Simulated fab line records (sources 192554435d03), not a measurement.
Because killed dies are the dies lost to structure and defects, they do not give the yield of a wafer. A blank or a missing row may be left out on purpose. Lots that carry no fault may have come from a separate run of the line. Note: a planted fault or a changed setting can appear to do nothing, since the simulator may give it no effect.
The same fault as seen by 3 desks	flow n5 finfet	numbers are kept per desk, each desk with only its own; the story behind them comes last

## THE DEFECT DESK
Lot by lot, what the route's inspections counted, given as the mean of those sampled wafers with a number. Marked OUT: a lot whose mean sits more than 4 standard deviations from the usual mean, which makes it out of limits; the brackets give that distance.
Columns: A = raw defect count at N5_BEOL_M4_INSPECT_30, usual 395
lot	first seen here	A
L871	day 7 17:04	370
L873	day 8 11:07	362
L875	day 8 21:23	330
L879	day 9 09:21	417
L877	day 9 10:38	295
L892	day 13 07:30	458
Result from this desk: across the 6 lots, nothing is out of limits.

## FOR THE TOOL OWNER'S DESK: rie diel-02
The tool's own readings at N5_BEOL_M4_ETCH_70 (etches SOC in N2/H2, target depth 80 nm, overetch 24 nm, time 130 s): means of the sampled wafers that have a number, for each lot that ran on this tool. Marked OUT: a lot whose mean sits more than 4 standard deviations from the usual mean, which makes it out of limits; the brackets give that distance.
Columns: A = drypump motor current A at N5_BEOL_M4_ETCH_70, usual 5.8 A; B = n2 flow sccm at N5_BEOL_M4_ETCH_70, usual 200.0 sccm; C = oes product au at N5_BEOL_M4_ETCH_70, usual 0.58 a.u.; D = rf vpp V at N5_BEOL_M4_ETCH_70, usual 524.4 V; E = showerhead plenum p Torr at N5_BEOL_M4_ETCH_70, usual 2.56 Torr; F = temp c at N5_BEOL_M4_ETCH_70, usual 39.99 C; G = throttle valve pct at N5_BEOL_M4_ETCH_70, usual 17.89 %
lot	first seen here	A	B	C	D	E	F	G
L871	day 7 20:17	6.0	200.1	0.57	525.4	2.59	40.06	17.98
L873	day 8 12:17	6.0	200.5	0.59	524.4	2.56	40.01	17.82
L875	day 8 21:43	6.2	200.1	0.60	524.5	2.60	38.92 (-11) OUT	17.85
L877	day 9 13:25	5.9	200.5	0.60	525.1	2.61	38.73 (-13) OUT	17.90
This desk's finding: out of limits on L875, L877; first on L875, day 8 21:43 (temp c at N5_BEOL_M4_ETCH_70). L871, L873: within limits.

## METROLOGY DESK
Means of the sampled wafers that have a number, per lot and without regard to the tool the lot ran on: this is what the gauges read. Marked OUT: a lot whose mean sits more than 4 standard deviations from the usual mean, which makes it out of limits; the brackets give that distance. Shown here are 7 of its 12 readings, the ones lying furthest out on some lot.
Columns: A = V3_OVL at N5_BEOL_M4_OVL_MEAS_29, usual 0.2 nm; B = DIBL_N at N5_BEOL_M4_RC_MEAS_101, usual 36.3 mV/V; C = IOFF_P at N5_BEOL_M4_RC_MEAS_101, usual 0.21 nA/um; D = ION_N at N5_BEOL_M4_RC_MEAS_101, usual 675 uA/um; E = ION_P at N5_BEOL_M4_RC_MEAS_101, usual 463 uA/um; F = VT_N at N5_BEOL_M4_RC_MEAS_101, usual 250 mV; G = VT_P at N5_BEOL_M4_RC_MEAS_101, usual -251 mV
lot	first seen here	A	B	C	D	E	F	G
L871	day 7 16:58	0.4	36.1	0.16	672	451	249	-255
L873	day 8 11:01	0.8	37.1	0.21	683	464	249	-253
L875	day 8 21:17	0.6	35.4	0.21	674	464	251	-248
L879	day 9 09:16	-0.1	36.7	0.21	681	468	247	-248
L877	day 9 10:33	1.8	35.5	0.19	663	459	253	-250
L892	day 13 07:25	-0.2	34.3	0.18	663	456	252	-253
Result from this desk: across the 6 lots, nothing is out of limits.

## ALL TOGETHER
At day 8 21:43, on L875, L877, the tool owner's desk was in a position to raise an alarm.
Nothing the defect desk looked at was out of limits.
Nothing out of limits was seen by the metrology desk.
The defect desk has L875, L877 on record, within its limits.
The metrology desk has L875, L877 on record, within its limits.
The lots listed all ran N5_BEOL_M4_ETCH_70 on rie diel-02.

## WHAT WAS PUT IN BY THE SIMULATOR
rie diel-02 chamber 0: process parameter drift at N5_BEOL_M4_ETCH_70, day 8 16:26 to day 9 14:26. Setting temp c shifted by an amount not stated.
Struck lots among those shown: L875, L877.
Hours from the fault's start to each desk's first reading out of limits: the tool owner's desk, 5.
